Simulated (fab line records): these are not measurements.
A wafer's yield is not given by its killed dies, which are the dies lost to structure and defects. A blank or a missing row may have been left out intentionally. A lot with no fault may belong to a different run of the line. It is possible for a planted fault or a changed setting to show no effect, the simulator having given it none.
Which tool did it? | flow n5-finfet | 10 lots (30 wafers sampled), 1 step of a 1938-step route

WHAT EACH GAUGE READ, for each wafer
N5_BEOL_M8_THK_MEAS_01.
lot  | measured     | on            | M8_ILD_THK (nm)
L796 | day 9 13:08  | film-metro-02 | 151.5 154.2 158.5
L798 | day 9 14:06  | film-metro-02 | 153.4 152.1 152.5
L801 | day 10 18:07 | film-metro-02 | 156.0 153.8 156.6
L800 | day 10 18:25 | film-metro-01 | 149.4 154.3 153.6
L804 | day 11 17:59 | film-metro-01 | 154.2 155.9 157.7
L805 | day 12 00:55 | film-metro-02 | 155.5 154.8 157.4
L812 | day 14 00:15 | film-metro-02 | 152.8 153.0 156.5
L816 | day 14 16:14 | film-metro-02 | 154.0 154.7 157.7
L815 | day 14 16:27 | film-metro-01 | 153.2 154.2 156.9
L818 | day 15 12:36 | film-metro-01 | 151.6 153.9 156.6

WHICH TOOL RAN EACH LOT (tool, then ch and the chambers of the sampled wafers, then the start)
There is no process step in the record ahead of these readings.

THE ANSWER, worked out from the rows above alone
Rule: the usual values come from the lots themselves. The widest of any qualifying gaps counts: lots, ordered by their means at a reading, are off when they make up no more than a third of the lots, leave a main group of 4 or more, and stand apart from it by 3 or more times the standard deviation of that group's means. If all means in a main group match to the digits the tables above print for the reading, that group is not used. A lot without any number at a reading at which 4 lots or more have one is off too. Where the step has rows for the other lots, those lots are counted as sound.
No lot is off on any of the readings shown, so nothing can be concluded from this.

WHAT WAS PUT IN BY THE SIMULATOR
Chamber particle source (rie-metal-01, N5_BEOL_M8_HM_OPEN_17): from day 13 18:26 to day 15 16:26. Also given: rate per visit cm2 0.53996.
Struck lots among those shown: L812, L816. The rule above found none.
